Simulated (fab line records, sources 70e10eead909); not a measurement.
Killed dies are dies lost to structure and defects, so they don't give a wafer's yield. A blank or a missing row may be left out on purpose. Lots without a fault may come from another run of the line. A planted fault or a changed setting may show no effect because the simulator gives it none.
A struck lot beside a sound one | flow nand_harc | 13 steps out of a route of 1302
Sound: wafers L999.1, L999.5, L999.6. Struck: wafer L111.3. (L111.1, L111.2 of the same lot were not struck and are left out.) The cause comes at the end.
At each step with rows: each side's tool, then ch and its chambers, then its first start. Under that, the readings that differ: sound wafers | struck wafers | difference of the means | sigmas: that difference in standard deviations of wafers without a fault.
alike: readings whose means differ by less than 2 such deviations, and words and numbers that are the same on both sides. not compared: withheld readings, readings that some wafer has no value for, bounds like >300 that may hide the same value, and numbers for which the record gives no deviation and whose values overlap.
The two part at a step that has a row with sigmas, a row that says differs or no value, or rows on one side only. Numbers that don't overlap but have no deviation are shown without sigmas and don't part them. A reading that every wafer of one side lacks parts them only if that side has two wafers or more.

first, 8 steps without rows for these wafers: NHARC_A_STAIRCASE_HMDS_210 (time 30 s); NHARC_A_STAIRCASE_COAT_211; NHARC_A_STAIRCASE_SOFTBAKE_212 (time 170 s); NHARC_A_STAIRCASE_EBR_213; NHARC_A_STAIRCASE_EXPOSE_214 (exposes mask STAIR 3); NHARC_A_STAIRCASE_PEB_215 (peb time 130 s); NHARC_A_STAIRCASE_DEVELOP_216 (time 140 s); NHARC_A_STAIRCASE_HARDBAKE_218 (time 140 s).
NHARC_A_STAIRCASE_DESCUM_219: chemistry O2, time 3 s.
  sound on rie_diel-09 ch 1,2, day 19 02:43; struck on rie_diel-06 ch 2, day 23 18:48
  alike: drypump_motor_current_A, oes_product_au, rf_vpp_V, showerhead_plenum_p_Torr, throttle_valve_pct
  not compared: rf_hours_counter_h
NHARC_A_STAIRCASE_TRIM_220: chemistry O2, time 211.2 s.
  sound on rie_diel-09 ch 1,2,3, day 19 02:54; struck on rie_diel-06 ch 2, day 23 18:55
  alike: drypump_motor_current_A, oes_product_au, rf_vpp_V, showerhead_plenum_p_Torr, throttle_valve_pct
  not compared: rf_hours_counter_h
NHARC_A_STAIRCASE_ETCH_221: etches the open film in C4F8/O2, target depth 100 nm, time 40.5 s.
  sound on rie_diel-09 ch 1,2,3; struck on rie_diel-06 ch 2
  alike: oes_product_au, rf_vpp_V
  not compared: rf_hours_counter_h
NHARC_A_STAIRCASE_TRIM_222: chemistry O2, time 211.2 s.
  sound on rie_diel-09 ch 0,2,3, day 19 03:10; struck on rie_diel-06 ch 0, day 23 19:10
  reading               | sound             | struck | difference | sigmas
  oes_product_au (a.u.) | 1.002 1.013 0.995 | 1.234  | +0.231     | +15
  alike: drypump_motor_current_A, rf_vpp_V, showerhead_plenum_p_Torr, throttle_valve_pct
  not compared: rf_hours_counter_h
NHARC_A_STAIRCASE_ETCH_223: etches the open film in C4F8/O2, target depth 100 nm, time 40.5 s.
  sound on rie_diel-09 ch 0,1,3; struck on rie_diel-06 ch 2
  alike: oes_product_au, rf_vpp_V
  not compared: rf_hours_counter_h

WHERE THEY PART
Only at NHARC_A_STAIRCASE_TRIM_222, within this record. Later steps at which nothing parts them and some readings are alike: NHARC_A_STAIRCASE_ETCH_223.

WHY: what the simulator had put in
Process parameter drift: rie_diel-06, from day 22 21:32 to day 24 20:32, at NHARC_A_STAIRCASE_TRIM_222. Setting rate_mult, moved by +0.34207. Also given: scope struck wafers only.
